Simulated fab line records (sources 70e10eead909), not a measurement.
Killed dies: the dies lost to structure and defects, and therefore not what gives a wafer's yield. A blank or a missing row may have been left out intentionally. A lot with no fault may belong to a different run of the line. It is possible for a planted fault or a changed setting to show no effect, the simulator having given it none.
Chamber matching | flow nand harc | cmp-02 running NHARC_P_BONDPAD_CMP_32: 4 sister chambers
The step polishes SiCN, target thk 200 nm. 4 wafers are shown with their chamber, then 8 later ones without.

## WAFERS, EACH WITH ITS CHAMBER
wafer  | chamber | motor current A (A)
L085.2 | 0       | 13.3
L085.3 | 2       | 11.0
L085.6 | 3       | 11.3
L086.3 | 1       | 10.6

## WAFERS MISSING THEIR CHAMBER
wafer  | motor current A (A)
L086.4 | 11.2
L086.5 | 13.5
L088.1 | 10.7
L088.4 | 10.8
L088.5 | 11.1
L095.1 | 11.3
L095.2 | 11.5
L095.5 | 12.4

## EACH ONE'S CHAMBER
wafer  | from the rows above          | in truth
L086.4 | can't be placed: 3 or 2 or 1 | 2
L086.5 | 0                            | 0
L088.1 | can't be placed: 1 or 2 or 3 | 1
L088.4 | can't be placed: 2 or 1 or 3 | 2
L088.5 | can't be placed: 2 or 3 or 1 | 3
L095.1 | can't be placed: 3 or 2      | 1
L095.2 | can't be placed: 3 or 2      | 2
L095.5 | can't be placed: 0 or 3 or 2 | 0
Correct placement for 1 of the 8. Cannot be placed on the basis of these rows: 7; the candidates contain the true chamber in 6. 0 placed wrongly.
How it was worked out, from the rows above alone: a wafer's distance from a chamber is the root of the sum, over the readings, of the square of ((its reading less the chamber's mean) divided by the reading's scatter). If the next closest chamber is less than 2 further off than the closest, the wafer can't be placed; otherwise it belongs to the closest. For every chamber, the mean is computed from those of its wafers that are shown. The scatter: with one shown wafer a chamber, the root of the mean of the squares of how far each hidden wafer lies from its nearest shown one.
